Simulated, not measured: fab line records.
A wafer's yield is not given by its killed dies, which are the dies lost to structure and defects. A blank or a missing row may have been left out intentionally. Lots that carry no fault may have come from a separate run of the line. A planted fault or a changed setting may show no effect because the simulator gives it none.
Chamber matching | flow nand harc | pecvd-04 running NHARC_A_STAIRCASE_DEP_417: 3 sister chambers
The step deposits Si3N4, target thk 60 nm. 6 wafers are shown with their chamber, then 9 later ones without.

== WAFERS WITH THEIR CHAMBER ==
wafer  | chamber | heater power w (W)
L083.6 | 0       | 725
L086.2 | 1       | 713
L086.5 | 0       | 693
L089.3 | 2       | 604
L089.4 | 1       | 783
L089.6 | 2       | 592

== WAFERS WITHOUT THEIR CHAMBER ==
wafer  | heater power w (W)
L091.1 | 643
L091.3 | 562
L091.6 | 569
L090.1 | 572
L090.5 | 650
L090.6 | 599
L088.3 | 772
L088.4 | 765
L088.5 | 724

== EACH ONE'S CHAMBER ==
wafer  | from the rows above          | in truth
L091.1 | can't be placed: 2 or 0 or 1 | 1
L091.3 | 2                            | 2
L091.6 | 2                            | 2
L090.1 | 2                            | 2
L090.5 | can't be placed: 2 or 0 or 1 | 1
L090.6 | 2                            | 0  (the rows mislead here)
L088.3 | can't be placed: 1 or 0      | 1
L088.4 | can't be placed: 1 or 0      | 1
L088.5 | can't be placed: 0 or 1      | 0
Correctly placed: 3 of 9. Not placeable from these rows: 5 (in 5, the candidates include the true chamber). Placed wrongly: 1.
How it was worked out, from the rows above alone: a wafer's distance from a chamber is the root of the sum, over the readings, of the square of ((its reading less the chamber's mean) divided by the reading's scatter). The wafer belongs to the nearest chamber; if the next one is less than 2 further off, it can't be placed. The mean given for a chamber averages the wafers shown for that chamber. How the scatter is found: for the shown wafers, subtract from each reading the mean of its chamber, square and add these, divide the total by (wafers less chambers), then take the root.
